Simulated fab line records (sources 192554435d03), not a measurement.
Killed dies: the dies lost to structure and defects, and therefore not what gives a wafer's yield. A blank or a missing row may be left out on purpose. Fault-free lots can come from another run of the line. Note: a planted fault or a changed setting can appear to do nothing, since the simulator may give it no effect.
8D (eight disciplines) problem report, filled in by code	flow n5-finfet	the parts of the form that need people (team, actions taken, sign-off) are left out

## 1. WHAT WENT WRONG
At N5_PASSIVATION_PROBE_49, killed_at_M4_up averages 158 over 2 wafers from 2 lots, while fault-free wafers read 13, standard deviation 5. That puts it +29 standard deviations away from the usual mean.
The first sign was on wafer L386.3 at day 16 15:34, on prober-02. Wafers with a number at this step in the record: 3, from 3 lots. The rule behind "out" and "out of limits": a value lying over 4 standard deviations away from the usual mean. All remaining wafers that have a number are taken as sound.

## 2. WHAT IT IS, AND WHAT IT ISN'T
question	is	is not
which readings at this step	killed_at_M4_up, defect-limited-yield, killed-dies, sort_bin_5_function, sort-n-pass, sort-yield-pct	killed_at_M0_to_M3, killed-at-front-end, killed-at-other, killed-open, killed-short, sort_bin_6_memory
which lots	L386, L389	L378
which wafers of those lots	all that have a number	-
read on which tools	prober-01, prober-02	-
when	from day 16 15:34	up to then (1 sound wafer)

## 3. WHAT RULES OUT EACH SUSPECT
Counting: a tool at any process step up to the reading remains a suspect when it ran all the lots that are out and ran no sound lot after the first of those.
- rie-diel-02 at N5_BEOL_M8_ETCH_41 (etches SiCN in CH3F/O2, target depth 31.9 nm, time 57.8 s): kept. Every lot that is out went through it, starting with L386 (day 13 08:22), and after that it ran no sound lot; the last sound lot it ran before then is L378 (day 11 03:40).
The count leaves rie-diel-02 at N5_BEOL_M8_ETCH_41.

## 4. THE CAUSE (what the simulator had put in)
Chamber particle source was rie-diel-02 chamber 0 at N5_BEOL_M8_ETCH_41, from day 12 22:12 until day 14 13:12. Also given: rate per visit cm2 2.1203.
Only this tool survived the counting.

## 5. SEQUENCE OF EFFECTS, ordered by route
Each row: a reading where the mean over the struck wafers with a number is more than 3 standard deviations away from the usual. Readings are gone through only where the record gives a usual standard deviation; hours: the median, over the lots, of the time from a lot's start at the first step in this table giving one to that lot's start at this step; sigmas: the change measured in usual standard deviations.
hours	step	reading	usual	on struck wafers	change	sigmas
0	N5_PASSIVATION_PROBE_49	defect-limited-yield	91.1 %	80.5	-10.6	-7.1
0	N5_PASSIVATION_PROBE_49	killed_at_M4_up	13	158	+144	+29
0	N5_PASSIVATION_PROBE_49	killed-dies	106	230	+124	+7.3
0	N5_PASSIVATION_PROBE_49	killed-on-rim	13	26	+13	+3.5
0	N5_PASSIVATION_PROBE_49	sort_bin_5_function	5.3 %	11.3	+6.0	+6.3
0	N5_PASSIVATION_PROBE_49	sort-n-pass	1074	950	-124	-7.3
0	N5_PASSIVATION_PROBE_49	sort-yield-pct	91.1 %	80.5	-10.6	-7.1
Process steps it contains:
- N5_PASSIVATION_PROBE_49

## 6. HOW IT WOULD HAVE BEEN CAUGHT EARLIER
In this record no reading fell out of limits until day 16 15:34, 89 hours after the fault had begun at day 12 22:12.
Of the tool readings at N5_BEOL_M8_ETCH_41 for which the record gives a usual standard deviation, none was out on any struck wafer, so an alarm limit of 4 standard deviations on them would not have fired.
All the lots that are out (2) had begun N5_BEOL_M8_ETCH_41 on rie-diel-02 by day 16 15:34. Holding the tool at that point would not have protected any of them.
